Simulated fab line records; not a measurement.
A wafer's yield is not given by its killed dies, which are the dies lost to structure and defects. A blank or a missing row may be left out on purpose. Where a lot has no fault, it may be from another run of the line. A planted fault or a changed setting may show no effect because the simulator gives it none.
Struck lot and sound lot, side by side ; flow n5_finfet ; 15 out of 1938 route steps
Sound: wafers L529.1, L529.4, L529.6. Struck: wafers L534.1, L534.2 (left out: L534.6, a lot-mate that was not struck); the cause follows at the end.
For every step that has rows: the tool of each side, followed by ch and its chambers, followed by its first start. Under that, the readings that differ: sound wafers ; struck wafers ; difference of the means ; sigmas: that difference in standard deviations of wafers without a fault.
alike: readings with means less than 2 such deviations apart, plus words and numbers identical on both sides. not compared: withheld readings, readings lacking a value on some wafer, bounds such as >300 that could conceal the same value, and numbers that have no deviation in the record and whose values overlap.
The two part at a step that has a row with sigmas, a row that says differs or no value, or rows on one side only. Non-overlapping numbers with no deviation appear without sigmas and do not part them. A reading that every wafer of one side lacks parts them only if that side has two wafers or more.

first, 8 steps without rows for these wafers: N5_BEOL_M15_COAT_60 (time 60 s, resist thk 89 nm); N5_BEOL_M15_COAT_22 (resist thk 800 nm); N5_BEOL_M15_EBR_24; N5_BEOL_M15_SOFTBAKE_23 (time 60 s); N5_BEOL_M15_EXPOSE_25 (exposes mask M15, target cd 400 nm); N5_BEOL_M15_PEB_26 (peb time 90 s); N5_BEOL_M15_DEVELOP_27 (develop time 45 s); N5_BEOL_M15_HARDBAKE_32 (time 120 s).
N5_BEOL_M15_CD_MEAS_28: the cd target is 407.6 nm.
  sound on cd_sem-03 ch 0, day 12 06:51; struck on cd_sem-03 ch 0, day 18 16:34
  alike: cd_nm
N5_BEOL_M15_OVL_MEAS_29:
  sound on overlay-02 ch 0, day 12 06:53; struck on overlay-01 ch 0, day 18 16:36
  alike: M15_OVL
N5_BEOL_M15_INSPECT_30: inspects for defects (macro).
  sound on defect_inspect-01 at day 12 06:54; struck on defect_inspect-01 at day 18 16:38
  alike: raw_defect_count
N5_BEOL_M15_DESCUM_33: chemistry O2, time 7.9 s.
  sound on rie_diel-06 ch 1,3, day 12 06:56; struck on rie_diel-01 ch 0,2, day 18 16:40
  alike: drypump_motor_current_A, oes_product_au, rf_fwd_power_W, rf_vpp_V, showerhead_plenum_p_Torr, throttle_valve_pct
  not compared: rf_hours_counter_h
N5_BEOL_M15_ETCH_61: etches BARC in N2/H2, target depth 89 nm, overetch 26.7 nm, time 67.9 s.
  sound on rie_diel-06 ch 1,3, day 12 06:58; struck on rie_diel-01 ch 0,2, day 18 16:42
reading;sound;struck;difference;sigmas
run_length_s (s);91.8 91.0 91.9;104.8 105.2;+13.4;+41
model.coat_of_BEOL_M15_COAT_22.thk_nm (nm);715.4 722 715.6;708.4 708.8;-9.1;
  alike: drypump_motor_current_A, oes_product_au, rf_fwd_power_W, rf_vpp_V, showerhead_plenum_p_Torr, throttle_valve_pct
  not compared: rf_hours_counter_h
N5_BEOL_M15_TRENCH_ETCH_34: etches SiO2 in C4F8/O2/Ar, target depth 872.93 nm, time 199 s.
  sound on rie_diel-06 ch 1,3, day 12 07:01; struck on rie_diel-01 ch 0,2, day 18 16:45
reading;sound;struck;difference;sigmas
rf_vpp_V (V);2202 2225 2201;2300 2285;+83;+2
model.coat_of_BEOL_M15_COAT_22.thk_nm (nm);543.2 554 541;532.8 537.6;-10.9;
  alike: drypump_motor_current_A, oes_product_au, rf_fwd_power_W, showerhead_plenum_p_Torr, throttle_valve_pct
  not compared: rf_hours_counter_h
N5_PASSIVATION_PROBE_49:
  sound on prober-02 at day 13 02:29; struck on prober-02 at day 19 10:06
reading;sound;struck;difference;sigmas
killed_at_contacts;4 4 7;22 19;+16;+2
  alike: defect_limited_yield, killed_at_M0_to_M3, killed_at_M4_up, killed_at_front_end, killed_at_other, killed_dies, killed_open, killed_short, sort_bin_5_function, sort_bin_6_memory, sort_bin_8_speed, sort_n_pass, sort_yield_pct

## WHERE THEY PART
Earliest at N5_BEOL_M15_ETCH_61; latest, in this record, at N5_PASSIVATION_PROBE_49.

WHY: whatever the simulator had introduced
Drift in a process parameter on rie_diel-01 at N5_BEOL_M15_ETCH_61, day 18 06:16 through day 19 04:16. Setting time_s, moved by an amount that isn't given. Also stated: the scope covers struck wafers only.
